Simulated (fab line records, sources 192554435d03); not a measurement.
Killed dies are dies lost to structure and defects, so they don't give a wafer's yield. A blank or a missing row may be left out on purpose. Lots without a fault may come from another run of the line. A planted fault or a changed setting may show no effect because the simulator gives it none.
Split-lot experiment | flow n5_finfet | 7 lots, 39 wafers read, on a route of 1938 steps

THE SPLIT
At N5_SD_EPI_N_LINER_46 (material SiNx, target thk 3 nm), the setting target_thk_a was moved away from the recipe's 30 angstrom on 12 of the 39 wafers read, by -10.3% to +14.5%. The other wafers ran this setting at the recipe's value.

The reading is taken at the split's own step.

THE READING
SiNx_of_SD_EPI_N_LINER_46.thk_nm (the simulator's own value, which no gauge read), in nm, at N5_SD_EPI_N_LINER_46 (material SiNx, target thk 3 nm). The file gives no usual value for it.

wafer  | tool, chamber at the split | target_thk_a as run, angstrom | against the recipe | SiNx_of_SD_EPI_N_LINER_46.thk_nm, nm | against lot-mates on the recipe
L075.3 | ald_sin-03, 3,3,2          | 30                            | recipe             | 3                                    | -
L075.5 | ald_sin-03, 3,3,2          | 30                            | recipe             | 3                                    | -
L075.6 | ald_sin-03, 3,3,2          | 30                            | recipe             | 3                                    | -
L081.1 | ald_sin-03, 1,3,1          | 30                            | recipe             | 3                                    | -
L081.4 | ald_sin-03, 1,3,1          | 30                            | recipe             | 3                                    | -
L081.6 | ald_sin-03, 1,3,1          | 30                            | recipe             | 3                                    | -
L081.2 | ald_sin-03, 0,2,2          | 26.92                         | -10.3%             | 2.8                                  | -0.2
L081.3 | ald_sin-03, 0,2,2          | 26.92                         | -10.3%             | 2.8                                  | -0.2
L081.5 | ald_sin-03, 0,2,2          | 26.92                         | -10.3%             | 2.8                                  | -0.2
L082.1 | ald_sin-02, 3,2,0,1,0,1    | 30                            | recipe             | 3                                    | -
L082.2 | ald_sin-02, 3,2,0,1,0,1    | 30                            | recipe             | 3                                    | -
L082.3 | ald_sin-02, 3,2,0,1,0,1    | 30                            | recipe             | 3                                    | -
L082.4 | ald_sin-02, 3,2,0,1,0,1    | 30                            | recipe             | 3                                    | -
L082.5 | ald_sin-02, 3,2,0,1,0,1    | 30                            | recipe             | 3                                    | -
L082.6 | ald_sin-02, 3,2,0,1,0,1    | 30                            | recipe             | 3                                    | -
L084.1 | ald_sin-01, 2,0,1          | 34.34                         | +14.5%             | 3.4                                  | +0.4
L084.5 | ald_sin-01, 2,0,1          | 34.34                         | +14.5%             | 3.4                                  | +0.4
L084.6 | ald_sin-01, 2,0,1          | 34.34                         | +14.5%             | 3.4                                  | +0.4
L084.2 | ald_sin-01, 1,3,0          | 30                            | recipe             | 3                                    | -
L084.3 | ald_sin-01, 1,3,0          | 30                            | recipe             | 3                                    | -
L084.4 | ald_sin-01, 1,3,0          | 30                            | recipe             | 3                                    | -
L089.1 | ald_sin-02, 3,1,2          | 27.49                         | -8.4%              | 2.8                                  | -0.2
L089.3 | ald_sin-02, 3,1,2          | 27.49                         | -8.4%              | 2.8                                  | -0.2
L089.5 | ald_sin-02, 3,1,2          | 27.49                         | -8.4%              | 2.8                                  | -0.2
L089.2 | ald_sin-02, 2,0,3          | 30                            | recipe             | 3                                    | -
L089.4 | ald_sin-02, 2,0,3          | 30                            | recipe             | 3                                    | -
L089.6 | ald_sin-02, 2,0,3          | 30                            | recipe             | 3                                    | -
L090.1 | ald_sin-03, 2,1,3,0,0,1    | 30                            | recipe             | 3                                    | -
L090.2 | ald_sin-03, 2,1,3,0,0,1    | 30                            | recipe             | 3                                    | -
L090.3 | ald_sin-03, 2,1,3,0,0,1    | 30                            | recipe             | 3                                    | -
L090.4 | ald_sin-03, 2,1,3,0,0,1    | 30                            | recipe             | 3                                    | -
L090.5 | ald_sin-03, 2,1,3,0,0,1    | 30                            | recipe             | 3                                    | -
L090.6 | ald_sin-03, 2,1,3,0,0,1    | 30                            | recipe             | 3                                    | -
L096.1 | ald_sin-01, 0,1,3          | 30                            | recipe             | 3                                    | -
L096.2 | ald_sin-01, 0,1,3          | 30                            | recipe             | 3                                    | -
L096.3 | ald_sin-01, 0,1,3          | 30                            | recipe             | 3                                    | -
L096.4 | ald_sin-01, 2,0,1          | 32.04                         | +6.8%              | 3.2                                  | +0.2
L096.5 | ald_sin-01, 2,0,1          | 32.04                         | +6.8%              | 3.2                                  | +0.2
L096.6 | ald_sin-01, 2,0,1          | 32.04                         | +6.8%              | 3.2                                  | +0.2
Where a row lists several chambers, the file gives one row for several wafers and doesn't say which wafer went through which chamber.

THE FIT
A straight line over all 39 wafers: SiNx_of_SD_EPI_N_LINER_46.thk_nm changes by +0.0252 nm for each +1% of target_thk_a; r = +0.99; the points scatter about the line by 0.019 nm.
The same after taking each lot's own level away (the mean of its wafers on the recipe; 39 wafers): +0.0252 nm for each +1%; r = +0.99; scatter 0.019 nm.
On that fit, the largest move of target_thk_a shifts the reading by 0.36 nm.
The lots' own levels span 3.00 to 3.00 nm.
So the lot-to-lot level changes the slope little: the two slopes agree.
Check: with one of the wafers moved furthest among these (+14.5%) left out of the fit, the line predicts +0.369 nm for it against its lot-mates. It came out at +0.4 nm against them.

OTHER SPLITS ON THESE WAFERS
These wafers also went through other splits before the reading. Each is held against what the fit with the lots' levels taken away leaves over:
other split on the same wafers    | wafers away from the commonest value | r with SiNx_of_SD_EPI_N_LINER_46.thk_nm (lot level and that fit taken away)
N5_WELL_APT_IMPLANT_15 energy_kev | 15                                   | -0.17
N5_SPACER0_ALD_00 ald_cycles      | 15                                   | +0.39

THE FILE'S OWN FIT
SiNx_of_SD_EPI_N_LINER_46.thk_nm changes by +0.0252 nm for each +1% of target_thk_a, r = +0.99.
